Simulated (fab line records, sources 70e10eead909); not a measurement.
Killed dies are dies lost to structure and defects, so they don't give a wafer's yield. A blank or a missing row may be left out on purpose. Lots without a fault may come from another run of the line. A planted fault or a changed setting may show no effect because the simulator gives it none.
fab line records | flow nand_harc
record lots=6 wafers=18 last_day=23
route steps=1159 shown P_M1@315 P_M2@318
lots that met no fault: from a run of the same line without faults
start_h: hours from the record's first day to the start of the lot's first wafer shown | wait_h: hours since the lot's step before | " the same as in the row above | L1.1+2: a row that stands for several wafers | - no value, or no start given | * or withheld: withheld | < > ~ a bound
route shown NAME@n: a module of which the file shows steps, and the number in the route of the first | usual: mean/standard deviation of fault-free wafers | same: alike in all rows | chamber/n: place in a boat | sites: the reading at each site | _std_site: their standard deviation | _edge_site: outer sites' mean less inner sites' | radius_mm: how far each site lies from the wafer's centre | mask NAME#n: copy n | behind: the tool/chamber that last shaped the wafer | hold: why the lot was held/for how many hours/how that ended | device: the transistor (n, p or np) that didn't switch | end of line: the same wafers' tests at the end of the route | a step without rows: its recipe alone | killed: dies lost to structure and defects at the first sort, not the wafer's yield | map: a wafer's dies, x killed, . not, _ none there
set.NAME: the setting as run; set.NAME@STEP: as run at that earlier step | model.NAME: the simulator's own value behind a step, which no gauge read
lots at some steps of the route; a table a step, a row a wafer
services: from which hour (start_h, from the record's first day; less than 0 if before it) a tool's chamber was out of use, for how many hours, and why
## steps
# step NHARC_P_M1_INSPECT_27
# usual raw_defect_count=293/130
# columns lot.wafer tool chamber start_h wait_h raw_defect_count
L700.1 defect_inspect-02 - 144.16 0.0 268
L700.3 " - " " 230
L700.4 " - " " 263
L699.3 defect_inspect-01 - 151.97 0.0 267
L699.4 " - " " 258
L699.6 " - " " 190
L703.2 defect_inspect-01 - 183.37 0.0 396
L703.3 " - " " 324
L703.6 " - " " 332
L705.4 defect_inspect-01 - 188.76 0.0 240
L705.5 " - " " 431
L705.6 " - " " 363
L714.2 defect_inspect-02 - 234.64 0.0 169
L714.4 " - " " 186
L714.5 " - " " 245
L716.2 defect_inspect-02 - 247.14 0.0 316
L716.5 " - " " 314
L716.6 " - " " 209
# step NHARC_P_M1_PRE_CLEAN_32
# recipe time_s=12 temp_c=370 rf_power_w=300 gas=NH3
# usual heater_power_w=629/77
# columns lot.wafer tool chamber start_h wait_h heater_power_w
L700.3 pecvd-01 0 144.27 0.1 657
L700.1 " 1 " " 559
L700.4 " 0 " " 636
L699.3 pecvd-04 2 152.05 0.1 716
L699.4 " 2 " " 703
L699.6 " 0 " " 502
L703.3 pecvd-04 1 183.45 0.1 599
L703.2 " 2 " " 772
L703.6 " 2 " " 805
L705.6 pecvd-04 0 188.92 0.2 456
L705.5 " 1 " " 619
L705.4 " 2 " " 719
L714.2 pecvd-04 2 234.72 0.1 798
L714.5 " 2 " " 791
L714.4 " 0 " " 484
L716.2 pecvd-03 1 247.36 0.2 560
L716.6 " 2 " " 695
L716.5 " 1 " " 544
# step NHARC_P_M1_DEP_33
# recipe target_thk_a=300 temp_c=370 target_thk_nm=30 pressure_torr=3 flow_sccm=200 rf_w=450 material=SiCN
# usual chamber_pressure_Torr=2.999/0.0065 heater_power_w=570/82
# columns lot.wafer tool chamber start_h wait_h chamber_pressure_Torr heater_power_w
L700.3 pecvd-01 0 144.37 0.1 2.999 645
L700.1 " 1 " " 2.992 522
L700.4 " 0 " " 2.995 644
L699.3 pecvd-04 2 152.16 0.1 2.989 605
L699.4 " 2 " " 2.995 598
L699.6 " 0 " " 2.995 525
L703.3 pecvd-04 1 183.56 0.1 3.004 545
L703.2 " 2 " " 3.000 691
L703.6 " 2 " " 3.003 681
L705.6 pecvd-04 0 189.09 0.2 2.990 518
L705.5 " 1 " " 3.003 521
L705.4 " 2 " " 2.996 687
L714.2 pecvd-04 2 234.83 0.1 2.997 674
L714.5 " 2 " " 3.000 693
L714.4 " 0 " " 2.989 439
L716.2 pecvd-03 1 247.50 0.1 2.995 463
L716.6 " 2 " " 2.991 582
L716.5 " 1 " " 2.996 468
# step NHARC_P_M2_DEP_00
# recipe target_thk_a=1825 target_thk_nm=182.5 temp_c=withheld pressure_torr=5 flow_sccm=200 rf_w=600 material=SiOC
# step NHARC_P_M2_DEHYDRATE_01
# recipe temp_c=150 time_s=120
# step NHARC_P_M2_HMDS_02
# recipe time_s=30
# step NHARC_P_M2_COAT_34
# recipe temp_c=200 time_s=65
# step NHARC_P_M2_COAT_03
# recipe spin_rpm=1500 resist_thk_nm=90
# step NHARC_P_M2_SOFTBAKE_04
# recipe temp_c=105 time_s=55
# step NHARC_P_M2_EBR_05
# step NHARC_P_M2_EXPOSE_06
# recipe na=1.35 target_cd_nm=170 dose_mj=80.78 mask_id=P_M2
# step NHARC_P_M2_PEB_07
# recipe peb_temp_c=100 peb_time_s=65
# usual chill_plate_temp_C=22.98/0.09 heater_power_total_W=156.6/0.43 plate_temp_C=99.98/0.13 resist_line_temp_C=22.99/0.11
# columns lot.wafer tool chamber start_h wait_h chill_plate_temp_C heater_power_total_W plate_temp_C resist_line_temp_C
L700.1 litho_track-01 0 145.61 0.1 23.08 156.4 99.95 23.06
L700.3 " 0 " " 22.89 157.1 99.96 22.87
L700.4 " 0 " " 22.99 156.0 99.88 22.96
L699.3 litho_track-06 0 153.17 0.0 22.98 157.2 100.02 23.08
L699.4 " 0 " " 23.07 156.0 99.86 23.06
L699.6 " 0 " " 22.95 156.5 99.95 23.09
L703.2 litho_track-01 0 184.69 0.1 23.04 156.9 99.90 23.17
L703.3 " 0 " " 23.02 155.9 99.73 23.09
L703.6 " 0 " " 23.03 156.6 99.86 23.02
L705.4 litho_track-04 0 190.13 0.0 22.89 156.6 100.09 23.05
L705.5 " 0 " " 23.00 157.1 100.11 23.05
L705.6 " 0 " " 22.84 156.8 100.06 22.99
L714.2 litho_track-06 0 235.83 0.1 23.09 177.4 109.32 22.81
L714.4 " 0 " " 22.97 177.7 109.46 22.84
L714.5 " 0 " " 22.99 177.2 109.68 22.98
L716.2 litho_track-06 0 248.94 0.1 22.95 177.4 109.80 22.77
L716.5 " 0 " " 23.07 178.1 109.84 22.98
L716.6 " 0 " " 22.94 177.6 109.81 22.96
# step NHARC_P_M2_DEVELOP_08
# recipe develop_time_s=35 dev_temp_c=23
# step NHARC_P_M2_CD_MEAS_09
# recipe target_cd_nm=170 landing_energy_ev=500
# usual cd_nm=170.1/0.46
# columns lot.wafer tool chamber start_h wait_h cd_nm
L700.1 cd_sem-02 0 145.69 - 169.8
L700.3 " 0 " " 169.5
L700.4 " 0 " " 170.2
L699.3 cd_sem-03 0 153.25 - 170.9
L699.4 " 0 " " 170.2
L699.6 " 0 " " 170.5
L703.2 cd_sem-02 0 184.77 - 169.7
L703.3 " 0 " " 170.0
L703.6 " 0 " " 170.2
L705.4 cd_sem-02 0 190.21 - 170.4
L705.5 " 0 " " 169.6
L705.6 " 0 " " 169.3
L714.2 cd_sem-02 0 235.91 - 197.0
L714.4 " 0 " " 197.3
L714.5 " 0 " " 197.1
L716.2 cd_sem-01 0 249.02 - 197.8
L716.5 " 0 " " 197.8
L716.6 " 0 " " 197.9
# step NHARC_P_M2_OVL_MEAS_10
# recipe pitch_nm=340
# usual overlay_x_nm=0.1/1.1 overlay_y_nm=0.0/0.89
# columns lot.wafer tool chamber start_h wait_h overlay_x_nm overlay_y_nm
L700.1 overlay-02 - 145.77 - 0.2 1.7
L700.3 " - " " 1.0 1.0
L700.4 " - " " 0.5 1.1
L699.3 overlay-02 - 153.33 - -1.2 -1.1
L699.4 " - " " -1.2 -0.6
L699.6 " - " " -1.1 -0.6
L703.2 overlay-01 - 184.86 - 0.4 0.9
L703.3 " - " " 0.3 0.1
L703.6 " - " " 0.9 0.3
L705.4 overlay-02 - 190.30 - 1.0 -0.4
L705.5 " - " " 0.5 -0.2
L705.6 " - " " 1.2 -0.4
L714.2 overlay-02 - 235.99 - 1.2 -1.1
L714.4 " - " " 1.6 -0.7
L714.5 " - " " 1.5 -0.9
L716.2 overlay-02 - 249.11 - -0.5 0.8
L716.5 " - " " 0.2 0.3
L716.6 " - " " 0.1 -0.1
# step NHARC_P_M2_INSPECT_11
# usual raw_defect_count=3.6/2.2
# columns lot.wafer tool chamber start_h wait_h raw_defect_count
L700.1 defect_inspect-02 - 145.81 0.0 6
L700.3 " - " " 4
L700.4 " - " " 4
L699.3 defect_inspect-01 - 153.37 0.0 2
L699.4 " - " " 5
L699.6 " - " " 2
L703.2 defect_inspect-02 - 184.89 0.0 2
L703.3 " - " " 1
L703.6 " - " " 3
L705.4 defect_inspect-02 - 190.33 0.0 8
L705.5 " - " " 3
L705.6 " - " " 7
L714.2 defect_inspect-02 - 236.03 0.0 5
L714.4 " - " " 4
L714.5 " - " " 5
L716.2 defect_inspect-02 - 249.14 0.0 2
L716.5 " - " " 1
L716.6 " - " " 5
# step NHARC_P_M2_DESCUM_14
# recipe time_s=3 o2_flow_sccm=200 ar_flow_sccm=0 bias_power_w=0 chemistry=O2
# usual drypump_motor_current_A=5.5/0.52 mfc_ar_sccm=0.006/0.012 oes_product_au=1.004/0.0067 rf_vpp_V=57.7/0.83 showerhead_plenum_p_Torr=1.93/0.089 throttle_valve_pct=11.311/0.0087
# columns lot.wafer tool chamber start_h wait_h drypump_motor_current_A mfc_ar_sccm oes_product_au rf_hours_counter_h rf_vpp_V showerhead_plenum_p_Torr throttle_valve_pct model.P_M2.cd_nm
L700.4 rie_diel-10 1 145.90 0.1 5.0 0.010 1.007 5 58.1 1.87 11.302 170.9
L700.3 " 3 " " 5.6 0 1.007 5 58.3 1.93 11.304 170.1
L700.1 " 0 " " 5.3 0 0.996 5 57.4 1.86 11.310 170
L699.3 rie_diel-10 2 153.45 0.1 5.2 0 0.998 6 58.0 2.07 11.299 170.4
L699.4 " 3 " " 5.5 0 1.001 6 58.0 1.93 11.303 170.2
L699.6 " 0 " " 5.3 0 0.987 - 58.0 1.86 11.325 170
L703.2 rie_diel-03 3 184.96 0.1 6.4 0.044 0.998 49 57.0 2.03 11.304 168.9
L703.3 " 1 " " 6.3 0.017 0.998 51 58.1 1.81 11.316 169.3
L703.6 " 2 " " 6.7 0 1.007 - 57.2 1.91 11.301 170.1
L705.4 rie_diel-03 1 190.39 0.1 6.4 0.017 1.007 51 57.7 1.81 11.317 170
L705.6 " 1 " " 6.4 0.017 0.994 - 58.4 1.81 11.321 169.5
L705.5 " 2 " " 6.8 0 1.001 - 57.3 1.91 11.310 170.2
L714.4 rie_diel-10 2 236.09 0.1 5.2 0 0.992 1 59.1 2.06 11.318 197.1
L714.2 " 0 " " 5.3 0 1.008 2 57.2 1.85 11.319 196.9
L714.5 " 3 " " 5.6 0 1.001 - 58.2 1.93 11.285 197.6
L716.2 rie_diel-10 2 249.21 0.1 5.2 0 0.998 2 57.8 2.06 11.314 197.4
L716.6 " 1 " " 5.0 0.010 1.011 - 57.2 1.87 11.315 198.2
L716.5 " 2 " " 5.3 0 1.000 - 59.0 2.06 11.312 197.9
# step NHARC_P_M2_ETCH_35
# recipe target_depth_a=400 overetch_a=120 time_s=43.94 ion_energy_ev=200 n2_flow_sccm=150 h2_flow_sccm=150 ar_flow_sccm=0 rf_w=400 bias_w=150 chemistry=N2/H2
# usual drypump_motor_current_A=5.5/0.51 mfc_ar_sccm=0.006/0.012 oes_product_au=1.002/0.0073 rf_vpp_V=430.6/2.7 showerhead_plenum_p_Torr=2.04/0.095 throttle_valve_pct=14.172/0.0094
# columns lot.wafer tool chamber start_h wait_h drypump_motor_current_A mfc_ar_sccm oes_product_au rf_hours_counter_h rf_vpp_V showerhead_plenum_p_Torr throttle_valve_pct
L700.4 rie_diel-10 0 146.00 0.1 5.2 0 0.992 5 429.6 1.98 14.172
L700.1 " 1 " " 5.0 0.010 1.007 5 430.9 1.99 14.181
L700.3 " 2 " " 5.2 0 0.991 5 436.0 2.21 14.186
L699.3 rie_diel-10 3 153.51 0.1 5.6 0 0.994 6 430.5 2.06 14.170
L699.4 " 2 " " 5.2 0 0.989 6 432.6 2.21 14.180
L699.6 " 3 " " 5.6 0 0.995 - 429.5 2.06 14.181
L703.3 rie_diel-03 0 185.04 0.1 5.3 0 1.003 53 427.2 1.90 14.180
L703.2 " 3 " " 6.4 0.044 0.993 49 433.4 2.17 14.166
L703.6 " 0 " " 5.3 0 1.002 - 426.9 1.89 14.174
L705.4 rie_diel-03 3 190.48 0.1 6.4 0.044 0.996 50 435.8 2.17 14.165
L705.5 " 2 " " 6.7 0 1.004 - 430.2 2.04 14.183
L705.6 " 3 " " 6.4 0.044 1.006 - 434.2 2.17 14.174
L714.2 rie_diel-10 3 236.18 0.1 5.6 0 1.012 2 431.1 2.06 14.163
L714.4 " 1 " " 5.0 0.010 1.019 2 428.9 1.99 14.185
L714.5 " 0 " " 5.3 0 1.007 - 429.8 1.97 14.173
L716.2 rie_diel-10 3 249.33 0.1 5.6 0 1.010 3 430.6 2.06 14.169
L716.6 " 2 " " 5.2 0 1.006 - 435.1 2.20 14.160
L716.5 " 3 " " 5.6 0 1.010 - 429.8 2.06 14.182
# step NHARC_P_M2_ETCH_15
# recipe target_depth_a=1825 time_s=91.2 c4f8_flow_sccm=withheld ar_flow_sccm=400 rf_w=600 bias_w=300 chemistry=C4F8/Ar
# usual oes_product_au=0.950/0.023 rf_vpp_V=441/3
# columns lot.wafer tool chamber start_h wait_h oes_product_au rf_hours_counter_h rf_vpp_V
L700.1 rie_diel-10 0 - - 0.956 5 439
L700.3 " 1 " " 0.947 5 439
L700.4 " 2 " " 0.945 5 446
L699.3 rie_diel-10 1 - - 0.966 5 440
L699.4 " 0 " " 0.956 6 440
L699.6 " 2 " " 0.983 - 445
L703.3 rie_diel-03 1 - - 0.929 51 438
L703.2 " 3 " " 0.932 49 445
L703.6 " 2 " " 0.933 - 441
L705.4 rie_diel-03 2 - - 0.933 51 444
L705.5 " 2 " " 0.930 - 442
L705.6 " 3 " " 0.917 - 445
L714.2 rie_diel-10 1 - - 0.952 2 439
L714.4 " 2 " " 0.951 1 445
L714.5 " 1 " " 0.956 - 439
L716.2 rie_diel-10 0 - - 0.968 3 437
L716.6 " 0 " " 0.976 - 438
L716.5 " 1 " " 0.955 - 440
# step NHARC_P_M2_CD_MEAS_16
# usual cd_nm=170.1/0.69
# columns lot.wafer tool chamber start_h wait_h cd_nm
L700.1 cd_sem-03 - 146.27 - 170.4
L700.3 " - " " 170.3
L700.4 " - " " 171.4
L699.3 cd_sem-02 - 153.75 - 170.0
L699.4 " - " " 169.9
L699.6 " - " " 170.0
L703.2 cd_sem-01 - 185.27 - 168.6
L703.3 " - " " 168.9
L703.6 " - " " 169.8
L705.4 cd_sem-03 - 190.70 - 170.0
L705.5 " - " " 169.9
L705.6 " - " " 168.7
L714.2 cd_sem-01 - 236.40 - 197.1
L714.4 " - " " 197.2
L714.5 " - " " 197.5
L716.2 cd_sem-02 - 249.55 - 197.6
L716.5 " - " " 197.8
L716.6 " - " " 198.7
# step NHARC_P_M2_STRIP_18
# recipe power_w=1000 n2_flow_sccm=150 h2_flow_sccm=150 ar_flow_sccm=0 bias_w=0 chemistry=N2/H2
# usual drypump_motor_current_A=5.5/0.43 mfc_ar_sccm=0.006/0.011 oes_product_au=1.002/0.0067 rf_vpp_V=90.8/1 showerhead_plenum_p_Torr=2.05/0.094 throttle_valve_pct=14.171/0.0091
# columns lot.wafer tool chamber start_h wait_h drypump_motor_current_A mfc_ar_sccm oes_product_au rf_hours_counter_h rf_vpp_V showerhead_plenum_p_Torr throttle_valve_pct
L700.1 rie_diel-10 0 146.34 0.1 5.3 0 0.992 5 90.3 1.98 14.169
L700.4 " 1 " " 5.0 0.010 1.010 5 91.0 1.99 14.162
L700.3 " 2 " " 5.2 0 1.003 5 92.3 2.21 14.170
L699.4 rie_diel-01 2 153.83 0.1 5.5 0.026 0.995 1 91.0 1.93 14.173
L699.3 " 3 " " 5.6 0 0.997 1 91.4 2.15 14.174
L699.6 " 2 " " 5.6 0.026 0.991 - 90.4 1.93 14.165
L703.3 rie_diel-03 2 185.42 0.1 6.7 0 1.009 50 91.2 2.04 14.167
L703.2 " 3 " " 6.4 0.044 1.005 50 89.8 2.17 14.176
L703.6 " 1 " " 6.4 0.017 0.990 - 89.9 1.92 14.173
L705.4 rie_diel-03 1 190.79 0.1 6.4 0.017 1.012 51 89.7 1.92 14.166
L705.5 " 0 " " 5.3 0 1.003 - 90.0 1.89 14.173
L705.6 " 1 " " 6.4 0.017 1.009 - 90.1 1.92 14.170
L714.4 rie_diel-01 0 236.48 0.1 5.3 0 1.006 13 90.7 2.10 14.174
L714.2 " 2 " " 5.6 0.026 0.995 15 89.9 1.92 14.161
L714.5 " 0 " " 5.3 0 0.996 - 90.1 2.10 14.170
L716.2 rie_diel-03 1 249.70 0.1 6.4 0.017 1.002 11 89.0 1.92 14.166
L716.5 " 2 " " 6.8 0 1.001 - 91.9 2.03 14.179
L716.6 " 3 " " 6.4 0.044 0.996 - 92.7 2.16 14.165
# step NHARC_P_M2_ETCH_28
# recipe target_depth_a=300 over_etch_frac=0.3 time_s=72.99 ion_energy_ev=150 cf4_flow_sccm=50 n2_flow_sccm=100 ar_flow_sccm=150 rf_w=300 bias_w=100 chemistry=CF4/N2
# usual drypump_motor_current_A=5.5/0.43 mfc_ar_sccm=149.9/0.47 oes_product_au=1.003/0.0075 rf_vpp_V=314.3/2.2 showerhead_plenum_p_Torr=2.64/0.12 throttle_valve_pct=19.795/0.0087
# columns lot.wafer tool chamber start_h wait_h drypump_motor_current_A mfc_ar_sccm oes_product_au rf_hours_counter_h rf_vpp_V showerhead_plenum_p_Torr throttle_valve_pct model.P_M2.cd_nm
L700.3 rie_diel-10 0 - - 5.2 150.4 0.989 5 313.7 2.55 19.800 169.7
L700.4 " 1 " " 5.0 150.9 1.001 5 312.7 2.57 19.795 171
L700.1 " 2 " " 5.2 149.9 0.990 5 318.1 2.82 19.783 169.7
L699.3 rie_diel-01 1 - - 5.7 149.5 0.996 1 315.1 2.73 19.792 170.3
L699.4 " 3 " " 5.6 149.5 0.996 1 316.7 2.75 19.788 170.4
L699.6 " 1 " " 5.7 149.7 0.998 - 315.3 2.73 19.797 170
L703.3 rie_diel-03 1 - - 6.4 149.6 1.000 51 312.4 2.49 19.791 169.6
L703.2 " 3 " " 6.4 149.8 0.992 50 316.4 2.77 19.777 168.6
L703.6 " 2 " " 6.7 149.8 1.003 - 313.7 2.62 19.808 170.1
L705.4 rie_diel-03 0 - - 5.3 150.2 0.995 53 311.1 2.45 19.789 170.2
L705.6 " 0 " " 5.3 149.8 0.998 - 310.8 2.45 19.796 169
L705.5 " 1 " " 6.4 149.0 0.999 - 310.6 2.49 19.796 170.1
L714.4 rie_diel-01 3 - - 5.6 150.5 0.995 15 317.3 2.75 19.802 197.2
L714.2 " 0 " " 5.3 149.7 0.998 13 315.3 2.69 19.794 197.7
L714.5 " 2 " " 5.5 150.4 0.998 - 310.4 2.48 19.813 197.9
L716.2 rie_diel-03 2 - - 6.7 150.7 1.010 9 313.7 2.61 19.776 197.4
L716.5 " 2 " " 6.7 150.9 1.011 - 314.9 2.61 19.789 197.6
L716.6 " 3 " " 6.4 150.5 1.007 - 317.0 2.77 19.786 198.3
# step NHARC_P_M2_STRIP_19
# recipe time_s=600 temp_c=30 chemistry=post_etch_residue_remover
## services
# columns tool chamber start_h hours kind
rie_diel-03 3 123.73 5.0 repair
pecvd-03 - 128.14 0.6 repair
rie_diel-10 0 131.00 - clean
rie_diel-10 1 131.00 - clean
rie_diel-10 2 131.00 - clean
rie_diel-10 3 131.00 - clean
rie_diel-01 - 137.83 9.0 pm
litho_track-04 - 141.00 7.0 pm
rie_diel-10 0 155.50 - clean
rie_diel-10 1 155.50 - clean
rie_diel-10 2 155.50 - clean
rie_diel-10 3 155.50 - clean
rie_diel-10 - 176.50 9.0 pm
rie_diel-10 0 176.50 9.0 vent_cycle
rie_diel-10 1 176.50 9.0 vent_cycle
pecvd-01 - 185.65 0.9 repair
pecvd-01 - 186.91 2.0 repair
pecvd-03 - 188.72 0.6 repair
pecvd-04 - 195.00 13.0 pm
rie_diel-10 2 206.83 4.2 repair
rie_diel-03 - 215.43 9.0 pm
rie_diel-01 0 217.65 4.0 repair
pecvd-01 - 237.21 13.0 pm
pecvd-04 2 237.95 12.5 repair
## key
first_sign step=NHARC_P_M2_PEB_07 reading=plate_temp_C direction=up sigmas=73 usual=* struck=*
effect step=NHARC_P_M2_PEB_07 reading=heater_power_total_W direction=up sigmas=49 usual=* struck=*
effect step=NHARC_P_M2_CD_MEAS_09 reading=cd_nm direction=up sigmas=59 usual=170.1 struck=197.5
effect step=NHARC_P_M2_CD_MEAS_16 reading=cd_nm direction=up sigmas=40 usual=170.1 struck=197.7
model_effect step=NHARC_P_M2_DESCUM_14 value=P_M2.cd_nm without=170.5 struck=197.5
model_effect step=NHARC_P_M2_ETCH_28 value=P_M2.cd_nm without=170.7 struck=197.7
met_at NHARC_P_M2_PEB_07
struck_wafers L714.2,L714.4,L714.5,L716.2,L716.5,L716.6
sort_left_out L714.2,L714.4,L714.5,L716.2,L716.5,L716.6
onset_between 153.17 235.83
fault kind=process_parameter_drift tool=litho_track-06 chamber=- onset_h=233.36 steps=NHARC_P_M2_PEB_07 channel=peb_temp_c offset=* shape=step end_h=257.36 acts_in=* stated=*
# sort_left_out: the simulated sort isn't trusted on such a fault, so these wafers' sort isn't shown, and their yield isn't known
